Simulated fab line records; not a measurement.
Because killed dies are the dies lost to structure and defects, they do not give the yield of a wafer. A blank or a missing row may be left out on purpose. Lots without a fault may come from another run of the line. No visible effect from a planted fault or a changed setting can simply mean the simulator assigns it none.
fab line records | flow n5_finfet
record: lots: 4 wafers: 12 last_day: 19
route steps=1938 shown BEOL_M0_CUTY@711 BEOL_M0@715 BEOL_M4@1111 PASSIVATION@1936
lots that met no fault: from a run of the same line without faults
start_h: the number of hours between the record's first day and the start of the first shown wafer of the lot | wait_h: how many hours have passed since the lot's step before this one | " same as the row above | L1.1+2: one row covering several wafers at once | - value missing, or start not given | * or withheld: withheld | < > ~ a bound
route shown NAME@n: names a module that has steps shown in the file, with the first one's number in the route | usual: the fault-free wafers' mean and standard deviation | same: alike in all rows | chamber/n: place in a boat | sites: readings site by site | _std_site: how widely they spread, as a standard deviation | _edge_site: outer sites' mean less inner sites' | radius_mm: how far each site lies from the wafer's centre | mask NAME#n: copy n | behind: tool/chamber where the wafer was last shaped | hold: why the lot was held/for how many hours/how that ended | device: which transistor (n, p or np) failed to switch | end of line: tests run on the same wafers once the route is complete | where a step has no rows: the recipe by itself | killed: at the first sort, the dies lost to defects and structure; wafer yield is something else | map: dies across one wafer; x = killed, . = not, _ = none there
set.NAME: the run value of the setting; set.NAME@STEP: its run value at that earlier step | model.NAME: the simulator's own value behind a step, which no gauge read
lots seen at some steps along the route; tables by step, rows by wafer
services: the hour from which a tool's chamber was out of use, counted from the record's first day as start_h (under 0 if before that day), plus the number of hours and why
== steps ==
step: N5_BEOL_M0_CUTY_DESCUM_61
recipe: chemistry: O2 time_s: 7.9 source_power_w: 50 bias_power_w: 20 pressure_mtorr: 20 rf_frequency_hz: 2.712e+07 temp_c: 40 resist: CAR-ArF-block o2_flow_sccm: 225
step: N5_BEOL_M0_CUTY_ETCH_62
recipe: chemistry: CF4 target: SiARC mask_material: CAR-ArF-block time_s: 58.5 ion_energy_ev: 80 pressure_mtorr: 40 source_w: 545 bias_w: 36 Ar_flow_sccm: 100 cf4_flow_sccm: 100 ends: cleared
step: N5_BEOL_M0_CUTY_ETCH_63
recipe: chemistry: N2/H2 target: SOC target_depth_a: 827 overetch_a: 165 mask_material: SiARC temp_c: 40 ion_energy_ev: 200 time_s: 124 pressure_mtorr: 30 source_w: 840 bias_w: 150 n2_flow_sccm: 200 h2_flow_sccm: 200
step: N5_BEOL_M0_CUTY_STRIP_64
recipe: chemistry: N2/H2 temp_c: 40 n2_flow_sccm: 200 h2_flow_sccm: 200 rf_frequency_hz: 6e+07
step: N5_BEOL_M0_ETCH_138
recipe: chemistry: CH3F/O2 target_depth_a: 120 target: SiCN time_s: 31.6 ion_energy_ev: 120 pressure_mtorr: 30 source_w: 395 bias_w: 75 Ar_flow_sccm: 150 CH3F_flow_sccm: 30 O2_flow_sccm: 20 ends: cleared
step: N5_BEOL_M0_HM_OPEN_105
recipe: chemistry: Cl2/BCl3 target_depth_a: 120 target: TiN ion_energy_ev: 150 pressure_mtorr: 10 icp_w: 1000 bias_w: 126 Cl2_flow_sccm: 53.25 bcl3_flow_sccm: 21.75 Ar_flow_sccm: 25
step: N5_BEOL_M0_STRIP_140
recipe: chemistry: CF4 resist: SiARC power_w: 300 bias_power_w: 75 pressure_mtorr: 50 cf4_flow_sccm: 150 rf_frequency_hz: 6e+07
step: N5_BEOL_M0_STRIP_104
recipe: chemistry: N2/H2 power_w: 450 temp_c: 40 pressure_mtorr: 20 rf_frequency_hz: 6e+07 overash_fraction: 0.3 bias_power_w: 7 h2_frac: 0.5 n2_flow_sccm: 200 h2_flow_sccm: 200
step: N5_BEOL_M0_WET_ETCH_106
recipe: chemistry: DHF dilution: 10:1 temp_c: 25 target: SiO2 target_depth_a: 1300 dry: ipa_marangoni rinse_time_s: 30 rinse_temp_c: 23
step: N5_BEOL_M0_ETCH_128
recipe: chemistry: CF4/N2 target_depth_a: 120 overetch_a: 51 target: SiCN time_s: 21.4 ion_energy_ev: 150 pressure_mtorr: 40 source_w: 430 bias_w: 70 Ar_flow_sccm: 100 cf4_flow_sccm: 60 n2_flow_sccm: 60
step: N5_BEOL_M0_TRENCH_ETCH_107
recipe: chemistry: C4F6/O2 target_depth_a: 328 target: SiOC time_s: 16.4 ion_energy_ev: 250 pressure_mtorr: 30 source_w: 355 bias_w: 185 Ar_flow_sccm: 300 C4F6_flow_sccm: 10 O2_flow_sccm: 10
usual: C4F6_flow_sccm: 10.00/0.031 O2_flow_sccm: 9.99/0.03 bias_w: 185.0/0.61 chamber_pressure_mTorr: 30.000/0.025 drypump_motor_current_A: 5.50/0.29 oes_product_au: 0.78/0.1 rf_vpp_V: 658/9.4 showerhead_plenum_p_Torr: 2.83/0.094 throttle_valve_pct: 20.75/0.22
columns lot.wafer tool chamber start_h wait_h C4F6_flow_sccm O2_flow_sccm bias_w chamber_pressure_mTorr drypump_motor_current_A oes_product_au rf_hours_counter_h rf_vpp_V showerhead_plenum_p_Torr throttle_valve_pct model.TiN_of_BEOL_M0_SAQP_HM_DEP_02.thk_nm
L399.1 rie_diel-01 1 139.66 0.0 9.93 10.00 184.6 29.975 5.63 0.70 204 673 2.70 20.74 9.4
L399.2 " 2 " " 9.99 10.02 185.1 29.988 5.78 0.73 187 659 2.72 20.98 9.6
L399.5 " 1 " " 9.97 9.94 184.4 30.040 5.64 0.69 - 672 2.70 20.78 9.8
L410.1 rie_diel-01 0 207.97 0.0 - - - - - - - - - - 10.8
L410.3 " 1 " " - - - - - - - - - - 10.6
L410.6 " 3 " " - - - - - - - - - - 10.6
L411.3 rie_diel-04 3 210.28 0.0 - - - - - - - - - - 11.2
L411.5 " 2 " " - - - - - - - - - - 11.2
L411.6 " 0 " " - - - - - - - - - - 11
L417.1 rie_diel-03 0 248.92 0.0 10.03 9.99 186.2 30.011 5.83 0.88 37 663 2.90 20.34 9.4
L417.4 " 1 " " 9.96 10.06 185.1 29.956 5.84 0.99 4 657 2.94 20.95 9.4
L417.6 " 1 " " 10.00 10.02 185.0 30.005 5.84 0.99 - 656 2.94 20.94 9.4
step: N5_BEOL_M0_STRIP_142
recipe: chemistry: N2/H2 time_s: 10 power_w: 450 temp_c: 40 pressure_mtorr: 20 rf_frequency_hz: 6e+07 bias_power_w: 7 n2_flow_sccm: 200 h2_flow_sccm: 200
step: N5_BEOL_M0_OCD_MEAS_108
usual: trench_depth_nm: 32.8/0.82
columns lot.wafer tool chamber start_h wait_h trench_depth_nm
L399.1 ocd-01 - 139.76 0.1 31.9
L399.2 " - " " 31.3
L399.5 " - " " 32.1
L410.1 ocd-01 - 208.08 0.1 0
L410.3 " - " " 0.4
L410.6 " - " " 0
L411.3 ocd-01 - 210.39 0.1 0.1
L411.5 " - " " 0.0
L411.6 " - " " 0.6
L417.1 ocd-01 - 249.02 0.1 32.8
L417.4 " - " " 33.8
L417.6 " - " " 33.3
step: N5_BEOL_M0_HM_STRIP_129
recipe: chemistry: peroxide_tin_strip material: TiN target_depth_a: 170 temp_c: 50 time_s: 108
step: N5_BEOL_M4_RC_MEAS_101
usual: DIBL_N: 36.8/1.9 DIBL_P: 36.5/2.1 IOFF_N: 0.17/0.038 IOFF_P: 0.22/0.039 ION_N: 675/12 ION_P: 463/7.4 SS_N: 71.6/0.71 SS_P: 73.4/0.72 VT_N: 249/3.3 VT_P: -250/3.3
columns lot.wafer tool chamber start_h wait_h DIBL_N[mV/V] DIBL_P[mV/V] IOFF_N[nA/um] IOFF_P[nA/um] ION_N[uA/um] ION_P[uA/um] SS_N[mV/dec] SS_P[mV/dec] VT_N[mV] VT_P[mV]
L399.1 prober-01 0 196.91 0.0 36.3 35.8 0.15 0.18 671 461 71.3 73.6 250 -253
L399.2 " 0 " " 34.9 34.2 0.13 0.16 673 457 71.6 74.3 253 -253
L399.5 " 0 " " 36.0 35.4 0.15 0.18 680 467 71.4 73.3 250 -251
L417.1 prober-02 0 337.64 0.0 35.7 33.8 0.14 0.19 671 458 72.0 73.0 251 -251
L417.4 " 0 " " 39.4 38.3 0.20 0.26 665 459 73.5 74.1 249 -246
L417.6 " 0 " " 39.8 39.2 0.23 0.26 689 464 71.8 74.6 246 -246
step: N5_PASSIVATION_PROBE_49
usual: defect_limited_yield: 91.3/1.4 killed_at_M0_to_M3: 33/11 killed_at_M4_up: 15/6.2 killed_at_contacts: 13/6.5 killed_at_front_end: 38/11 killed_at_other: 3.4/2.6 killed_dies: 102/17 killed_on_rim: 13/4.1 killed_open: 67/12 killed_short: 34/7.9 sort_bin_5_function: 5.1/0.88 sort_bin_6_memory: 3.3/0.65 sort_n_pass: 1078/17 sort_yield_pct: 91.3/1.4
same: gross_dies: 1180 killed_at_back_side: 0 sort_bin_4_leakage[%]: 0 sort_bin_8_speed[%]: 0
columns lot.wafer tool chamber start_h wait_h defect_limited_yield[%] killed_at_M0_to_M3 killed_at_M4_up killed_at_contacts killed_at_front_end killed_at_other killed_dies killed_on_rim killed_open killed_short sort_bin_5_function[%] sort_bin_6_memory[%] sort_n_pass sort_yield_pct[%]
L399.1 prober-02 - 310.62 0.0 90.6 52 8 10 37 4 111 16 59 51 5.5 3.4 1069 90.6
L399.2 prober-02 - 310.67 0.1 89.7 54 15 19 28 6 122 8 89 31 6.4 3.6 1058 89.7
L399.5 prober-02 - 310.82 0.2 87.5 60 23 21 38 5 147 20 95 49 7.6 4.3 1033 87.5
L411.3 prober-01 - 369.40 0.1 0 1106 10 8 54 2 1180 152 62 29 96.6 3.3 0 0
L411.5 prober-01 - 369.50 0.2 0 1088 11 18 63 0 1180 152 66 44 95.6 4.0 0 0
L411.6 prober-01 - 369.55 0.3 0 1111 9 18 42 0 1180 152 73 25 97.0 2.6 0 0
L410.1 prober-01 - 394.00 0.0 0 1075 24 26 51 4 1180 152 80 44 95.8 3.9 0 0
L410.3 prober-01 - 394.10 0.1 0 1100 18 6 55 1 1180 152 70 41 96.4 2.9 0 0
L410.6 prober-01 - 394.25 0.3 0 1096 9 17 55 3 1180 152 74 33 96.4 3.4 0 0
killed by level:class
L399.1 BEOL_M0_SAQP:geometric_particle:open=15 BEOL_M0_SAQP:geometric_particle:short=11 GATE_CUT:geometric_particle:short=10 MOL_CONTACT_COAG:geometric_particle:open=9 FIN_SAQP:geometric_particle:short=5 BEOL_M2:geometric_particle:short=5 STARTING-WAFER:geometric_particle:short=4 BEOL_M3:geometric_particle:open=4
L399.2 MOL_CONTACT_COAG:geometric_particle:open=17 BEOL_M0_SAQP:geometric_particle:open=15 STI_FIN_REVEAL:geometric_particle:open=13 BEOL_M3:geometric_particle:open=11 BEOL_M0_SAQP:geometric_particle:short=9 BEOL_M2:geometric_particle:open=6 BEOL_M4:geometric_particle:open=4 BEOL_M1:geometric_particle:open=4
L399.5 MOL_CONTACT_COAG:geometric_particle:open=21 STI_FIN_REVEAL:geometric_particle:open=15 BEOL_M2:geometric_particle:open=10 BEOL_M0_SAQP:geometric_particle:short=9 BEOL_M3:geometric_particle:open=9 BEOL_M3:geometric_particle:short=8 BEOL_M4:geometric_particle:open=7 GATE_CUT:geometric_particle:short=6
L411.3 BEOL_M0:area_etch=1089 STI_FIN_REVEAL:geometric_particle:open=21 GATE_CUT:geometric_particle:short=9 FIN_SAQP:geometric_particle:short=8 MOL_CONTACT_COAG:geometric_particle:open=8 BEOL_M0_SAQP:geometric_particle:open=6 FIN_SAQP:geometric_particle:open=5 BEOL_M0_SAQP:geometric_particle:short=5
L411.5 BEOL_M0:area_etch=1069 FIN_SAQP:geometric_particle:short=20 STI_FIN_REVEAL:geometric_particle:open=16 MOL_CONTACT_COAG:geometric_particle:open=16 FIN_SAQP:geometric_particle:open=9 BEOL_M4:geometric_particle:open=6 BEOL_M1:geometric_particle:open=4 BEOL_M0_SAQP:geometric_particle:open=4
L411.6 BEOL_M0:area_etch=1081 MOL_CONTACT_COAG:geometric_particle:open=15 FIN_SAQP:geometric_particle:open=11 STI_FIN_REVEAL:geometric_particle:open=11 BEOL_M3:geometric_particle:open=10 FIN_SAQP:geometric_particle:short=7 BEOL_M1:geometric_particle:open=6 BEOL_M3:geometric_particle:short=4
L410.1 BEOL_M0:area_etch=1055 MOL_CONTACT_COAG:geometric_particle:open=23 FIN_SAQP:geometric_particle:short=10 BEOL_M1:geometric_particle:open=9 BEOL_M4:geometric_particle:open=9 FIN_SAQP:geometric_particle:open=7 DUMMY_GATE:geometric_particle:open=6 GATE_CUT:geometric_particle:short=5
L410.3 BEOL_M0:area_etch=1067 FIN_SAQP:geometric_particle:short=24 FIN_SAQP:geometric_particle:open=15 BEOL_M4:geometric_particle:open=11 BEOL_M3:geometric_particle:open=8 BEOL_M0_SAQP:geometric_particle:short=7 BEOL_M0_SAQP:geometric_particle:open=7 MOL_CONTACT_COAG:geometric_particle:open=6
L410.6 BEOL_M0:area_etch=1073 STI_FIN_REVEAL:geometric_particle:open=16 MOL_CONTACT_COAG:geometric_particle:open=13 FIN_SAQP:geometric_particle:short=11 FIN_SAQP:geometric_particle:open=9 BEOL_M1:geometric_particle:open=9 BEOL_M3:geometric_particle:open=5 MOL_CONTACT_COAG:geometric_particle:short=4
map L410.1 (x killed, . not)
_________________xxxxxxxxxxxx________________
______________xxxxxxxxxxxxxxxxxx_____________
___________xxxxxxxxxxxxxxxxxxxxxxxx__________
__________xxxxxxxxxxxxxxxxxxxxxxxxxx_________
________xxxxxxxxxxxxxxxxxxxxxxxxxxxxxx_______
_______xxxxxxxxxxxxxxxxxxxxxxxxxxxxxxxx______
______xxxxxxxxxxxxxxxxxxxxxxxxxxxxxxxxxx_____
_____xxxxxxxxxxxxxxxxxxxxxxxxxxxxxxxxxxxx____
____xxxxxxxxxxxxxxxxxxxxxxxxxxxxxxxxxxxxxx___
___xxxxxxxxxxxxxxxxxxxxxxxxxxxxxxxxxxxxxxxx__
___xxxxxxxxxxxxxxxxxxxxxxxxxxxxxxxxxxxxxxxx__
__xxxxxxxxxxxxxxxxxxxxxxxxxxxxxxxxxxxxxxxxxx_
__xxxxxxxxxxxxxxxxxxxxxxxxxxxxxxxxxxxxxxxxxx_
_xxxxxxxxxxxxxxxxxxxxxxxxxxxxxxxxxxxxxxxxxxxx
_xxxxxxxxxxxxxxxxxxxxxxxxxxxxxxxxxxxxxxxxxxxx
_xxxxxxxxxxxxxxxxxxxxxxxxxxxxxxxxxxxxxxxxxxxx
_xxxxxxxxxxxxxxxxxxxxxxxxxxxxxxxxxxxxxxxxxxxx
_xxxxxxxxxxxxxxxxxxxxxxxxxxxxxxxxxxxxxxxxxxxx
_xxxxxxxxxxxxxxxxxxxxxxxxxxxxxxxxxxxxxxxxxxxx
_xxxxxxxxxxxxxxxxxxxxxxxxxxxxxxxxxxxxxxxxxxxx
_xxxxxxxxxxxxxxxxxxxxxxxxxxxxxxxxxxxxxxxxxxxx
__xxxxxxxxxxxxxxxxxxxxxxxxxxxxxxxxxxxxxxxxxx_
__xxxxxxxxxxxxxxxxxxxxxxxxxxxxxxxxxxxxxxxxxx_
___xxxxxxxxxxxxxxxxxxxxxxxxxxxxxxxxxxxxxxxx__
___xxxxxxxxxxxxxxxxxxxxxxxxxxxxxxxxxxxxxxxx__
____xxxxxxxxxxxxxxxxxxxxxxxxxxxxxxxxxxxxxx___
_____xxxxxxxxxxxxxxxxxxxxxxxxxxxxxxxxxxxx____
______xxxxxxxxxxxxxxxxxxxxxxxxxxxxxxxxxx_____
_______xxxxxxxxxxxxxxxxxxxxxxxxxxxxxxxx______
________xxxxxxxxxxxxxxxxxxxxxxxxxxxxxx_______
__________xxxxxxxxxxxxxxxxxxxxxxxxxx_________
___________xxxxxxxxxxxxxxxxxxxxxxxx__________
______________xxxxxxxxxxxxxxxxxx_____________
_________________xxxxxxxxxxxx________________
map L411.3 (x killed, . not)
_________________xxxxxxxxxxxx________________
______________xxxxxxxxxxxxxxxxxx_____________
___________xxxxxxxxxxxxxxxxxxxxxxxx__________
__________xxxxxxxxxxxxxxxxxxxxxxxxxx_________
________xxxxxxxxxxxxxxxxxxxxxxxxxxxxxx_______
_______xxxxxxxxxxxxxxxxxxxxxxxxxxxxxxxx______
______xxxxxxxxxxxxxxxxxxxxxxxxxxxxxxxxxx_____
_____xxxxxxxxxxxxxxxxxxxxxxxxxxxxxxxxxxxx____
____xxxxxxxxxxxxxxxxxxxxxxxxxxxxxxxxxxxxxx___
___xxxxxxxxxxxxxxxxxxxxxxxxxxxxxxxxxxxxxxxx__
___xxxxxxxxxxxxxxxxxxxxxxxxxxxxxxxxxxxxxxxx__
__xxxxxxxxxxxxxxxxxxxxxxxxxxxxxxxxxxxxxxxxxx_
__xxxxxxxxxxxxxxxxxxxxxxxxxxxxxxxxxxxxxxxxxx_
_xxxxxxxxxxxxxxxxxxxxxxxxxxxxxxxxxxxxxxxxxxxx
_xxxxxxxxxxxxxxxxxxxxxxxxxxxxxxxxxxxxxxxxxxxx
_xxxxxxxxxxxxxxxxxxxxxxxxxxxxxxxxxxxxxxxxxxxx
_xxxxxxxxxxxxxxxxxxxxxxxxxxxxxxxxxxxxxxxxxxxx
_xxxxxxxxxxxxxxxxxxxxxxxxxxxxxxxxxxxxxxxxxxxx
_xxxxxxxxxxxxxxxxxxxxxxxxxxxxxxxxxxxxxxxxxxxx
_xxxxxxxxxxxxxxxxxxxxxxxxxxxxxxxxxxxxxxxxxxxx
_xxxxxxxxxxxxxxxxxxxxxxxxxxxxxxxxxxxxxxxxxxxx
__xxxxxxxxxxxxxxxxxxxxxxxxxxxxxxxxxxxxxxxxxx_
__xxxxxxxxxxxxxxxxxxxxxxxxxxxxxxxxxxxxxxxxxx_
___xxxxxxxxxxxxxxxxxxxxxxxxxxxxxxxxxxxxxxxx__
___xxxxxxxxxxxxxxxxxxxxxxxxxxxxxxxxxxxxxxxx__
____xxxxxxxxxxxxxxxxxxxxxxxxxxxxxxxxxxxxxx___
_____xxxxxxxxxxxxxxxxxxxxxxxxxxxxxxxxxxxx____
______xxxxxxxxxxxxxxxxxxxxxxxxxxxxxxxxxx_____
_______xxxxxxxxxxxxxxxxxxxxxxxxxxxxxxxx______
________xxxxxxxxxxxxxxxxxxxxxxxxxxxxxx_______
__________xxxxxxxxxxxxxxxxxxxxxxxxxx_________
___________xxxxxxxxxxxxxxxxxxxxxxxx__________
______________xxxxxxxxxxxxxxxxxx_____________
_________________xxxxxxxxxxxx________________
== services ==
columns tool chamber start_h hours kind
rie_diel-03 0 125.80 - clean
rie_diel-03 0 125.80 - consumable_replace:focus_ring
rie_diel-03 0 125.80 22.3 scheduled_down
rie_diel-03 0 125.80 22.3 vent_cycle
rie_diel-01 0 130.07 9.3 repair
rie_diel-01 - 130.59 0.9 repair
rie_diel-03 - 149.57 2.8 pm
rie_diel-04 0 165.31 3.0 repair
rie_diel-04 2 183.03 - clean
rie_diel-04 2 183.03 - consumable_replace:focus_ring
rie_diel-04 2 183.03 14.3 scheduled_down
rie_diel-04 2 183.03 14.3 vent_cycle
rie_diel-03 1 218.97 - clean
rie_diel-03 1 218.97 - consumable_replace:focus_ring
rie_diel-03 1 218.97 17.2 scheduled_down
rie_diel-03 1 218.97 17.2 vent_cycle
rie_diel-04 1 232.60 8.5 repair
rie_diel-01 3 236.72 4.0 repair
== key ==
first_sign: step: N5_BEOL_M0_TRENCH_ETCH_107 reading: tool_record direction: missing
effect: step: N5_BEOL_M0_OCD_MEAS_108 reading: trench_depth_nm direction: down sigmas: 40 usual: 32.8 struck: 0.2
effect: step: N5_PASSIVATION_PROBE_49 reading: sort_bin_5_function direction: up sigmas: 99+ usual: 5.1 struck: 96.3
model_effect: step: N5_BEOL_M0_TRENCH_ETCH_107 value: TiN_of_BEOL_M0_SAQP_HM_DEP_02.thk_nm without: 9.6 struck: 10.9
more_kills_born_at: N5_BEOL_M0_TRENCH_ETCH_107@rie_diel-04: 3239 N5_BEOL_M0_TRENCH_ETCH_107@rie_diel-01: 3195
met_at N5_BEOL_M0_TRENCH_ETCH_107
struck_wafers L410.1,L410.3,L410.6,L411.3,L411.5,L411.6
later_rows_left_out L410.1,L410.3,L410.6,L411.3,L411.5,L411.6
onset_between 139.66 207.97
fault: kind: skipped_step_whole tool: rie_diel-01,rie_diel-04 chamber: - onset_h: 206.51 steps: N5_BEOL_M0_TRENCH_ETCH_107 scope: struck_lots_only
later_rows_left_out: the simulator's readings of these wafers behind a module that went badly wrong aren't trusted and aren't shown, but for the sort
